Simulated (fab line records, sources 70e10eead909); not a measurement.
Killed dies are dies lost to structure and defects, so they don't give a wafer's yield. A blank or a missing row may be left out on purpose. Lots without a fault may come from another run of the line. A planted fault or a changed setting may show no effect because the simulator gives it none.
A struck lot beside a sound one | flow nand_harc | 24 steps out of a route of 1302
Sound: wafers L759.1, L759.2, L759.4. Struck: wafers L774.2, L774.5, L774.6. The cause comes at the end.
At each step with rows: each side's tool, then ch and its chambers, then its first start. Under that, the readings that differ: sound wafers | struck wafers | difference of the means | sigmas: that difference in standard deviations of wafers without a fault.
alike: readings whose means differ by less than 2 such deviations, and words and numbers that are the same on both sides. not compared: withheld readings, readings that some wafer has no value for, bounds like >300 that may hide the same value, and numbers for which the record gives no deviation and whose values overlap.
The two part at a step that has a row with sigmas, a row that says differs or no value, or rows on one side only. Numbers that don't overlap but have no deviation are shown without sigmas and don't part them. A reading that every wafer of one side lacks parts them only if that side has two wafers or more.

first, 1 step without rows for these wafers: NHARC_P_M0_SRD_25.
NHARC_P_M0_INSPECT_27:
  sound on defect_inspect-01, day 8 10:49; struck on defect_inspect-02, day 14 12:52
  alike: raw_defect_count
NHARC_P_M0_PRE_CLEAN_31: time 12 s.
  sound on pecvd-02 ch 1,2, day 8 10:53; struck on pecvd-02 ch 0,2, day 14 13:12
  alike: heater_power_outer_w, heater_power_w
NHARC_P_M0_DEP_32: deposits SiCN, target thk 30 nm.
  sound on pecvd-02 ch 1,2, day 8 10:58; struck on pecvd-02 ch 0,2, day 14 13:20
  alike: heater_power_outer_w, heater_power_w
then, 7 steps without rows for these wafers: NHARC_P_M1_DEP_00 (deposits SiOC, target thk 182.5 nm); NHARC_P_M1_DEHYDRATE_01 (time 120 s); NHARC_P_M1_HMDS_02 (time 30 s); NHARC_P_M1_COAT_34 (time 65 s); NHARC_P_M1_COAT_03 (resist thk 90 nm); NHARC_P_M1_SOFTBAKE_04 (time 55 s); NHARC_P_M1_EBR_05.
NHARC_P_M1_EXPOSE_06: exposes mask P M1, target cd 130 nm.
  sound on arfi_scanner-01 ch 0, day 8 12:02; struck on arfi_scanner-01 ch 0, day 14 14:23
  reading              | sound             | struck            | difference | sigmas
  exposure_dose_mJ_cm2 | 81.74 81.77 81.78 | 99.77 99.80 99.79 | +18.02     | +99 or more
  alike: mask
then, 2 steps without rows for these wafers: NHARC_P_M1_PEB_07 (peb time 65 s); NHARC_P_M1_DEVELOP_08 (develop time 35 s).
NHARC_P_M1_CD_MEAS_09: target cd 130 nm.
  sound on cd_sem-01 ch 0, day 8 12:11; struck on cd_sem-03 ch 0
  reading    | sound             | struck            | difference | sigmas
  cd_nm (nm) | 129.9 129.7 130.8 | 142.0 142.6 142.0 | +12.1      | +18
  not compared: hold
NHARC_P_M1_OVL_MEAS_10: pitch 260 nm.
  sound on overlay-01, day 8 12:16; struck on overlay-02, day 14 17:20
  reading | sound | struck                                                                     | difference                   | sigmas
  hold    | - - - | await_dispo/2.5h/release await_dispo/2.5h/release await_dispo/2.5h/release | no value on the sound wafers |
  alike: overlay_x_nm, overlay_y_nm
NHARC_P_M1_INSPECT_11:
  sound on defect_inspect-02, day 8 12:18; struck on defect_inspect-02, day 14 17:23
  alike: raw_defect_count
NHARC_P_M1_DESCUM_14: chemistry O2, time 3 s.
  sound on rie_diel-07 ch 1,2,3, day 8 12:22; struck on rie_diel-04 ch 0,2,3, day 14 17:28
  reading               | sound             | struck            | difference | sigmas
  model.P_M1.cd_nm (nm) | 130.4 129.3 130.1 | 141.6 142.1 142.2 | +12.0      |
  alike: drypump_motor_current_A, o2_flow_sccm, oes_product_au, rf_vpp_V, showerhead_plenum_p_Torr, throttle_valve_pct
  not compared: rf_hours_counter_h
NHARC_P_M1_ETCH_35: etches the open film in N2/H2, target depth 40 nm, overetch 12 nm, time 43.94 s.
  sound on rie_diel-07 ch 0,1,3, day 8 12:27; struck on rie_diel-04 ch 1,2, day 14 17:32
  alike: drypump_motor_current_A, oes_product_au, rf_vpp_V, showerhead_plenum_p_Torr, throttle_valve_pct
  not compared: rf_hours_counter_h
NHARC_P_M1_ETCH_15: etches the open film in C4F8/Ar, target depth 182.5 nm, time 91.2 s.
  sound on rie_diel-07 ch 1,2,3; struck on rie_diel-04 ch 0,1,3
  reading               | sound             | struck            | difference | sigmas
  oes_product_au (a.u.) | 0.974 0.971 0.982 | 0.928 0.946 0.906 | -0.049     | -2
  alike: rf_vpp_V
  not compared: rf_hours_counter_h
NHARC_P_M1_CD_MEAS_16:
  sound on cd_sem-01, day 8 12:40; struck on cd_sem-03, day 14 17:56
  reading    | sound             | struck            | difference | sigmas
  cd_nm (nm) | 130.8 130.1 130.8 | 141.6 141.9 142.4 | +11.4      | +12
  not compared: hold
NHARC_P_M1_STRIP_18: strips in N2/H2.
  sound on rie_diel-07 ch 0,1,2, day 8 12:44; struck on rie_diel-04 ch 0,3, day 14 18:37
  reading                     | sound       | struck                                                                     | difference                   | sigmas
  hold                        | - - -       | await_dispo/0.6h/release await_dispo/0.6h/release await_dispo/0.6h/release | no value on the sound wafers |
  drypump_motor_current_A (A) | 5.8 5.3 5.1 | 6.4 5.6 6.4                                                                | +0.7                         | +2
  alike: oes_product_au, rf_vpp_V, showerhead_plenum_p_Torr, throttle_valve_pct
  not compared: rf_hours_counter_h
NHARC_P_M1_ETCH_28: etches the open film in CF4/N2, target depth 30 nm, time 72.99 s.
  sound on rie_diel-07 ch 0,2,3; struck on rie_diel-04 ch 1,2
  reading               | sound             | struck          | difference | sigmas
  model.P_M1.cd_nm (nm) | 131.1 129.7 130.6 | 143 141.4 143.9 | +12        |
  alike: drypump_motor_current_A, oes_product_au, rf_vpp_V, showerhead_plenum_p_Torr, throttle_valve_pct
  not compared: rf_hours_counter_h
then, 1 step without rows for these wafers: NHARC_P_M1_STRIP_19 (strips in post etch residue remover, time 600 s).

WHERE THEY PART
First at NHARC_P_M1_EXPOSE_06; last, within this record, at NHARC_P_M1_STRIP_18. Later steps at which nothing parts them and some readings are alike: NHARC_P_M1_ETCH_28.

WHY: what the simulator had put in
Process parameter drift: arfi_scanner-01, from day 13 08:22 on, at NHARC_P_M1_EXPOSE_06. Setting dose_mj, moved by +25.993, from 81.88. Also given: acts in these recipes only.
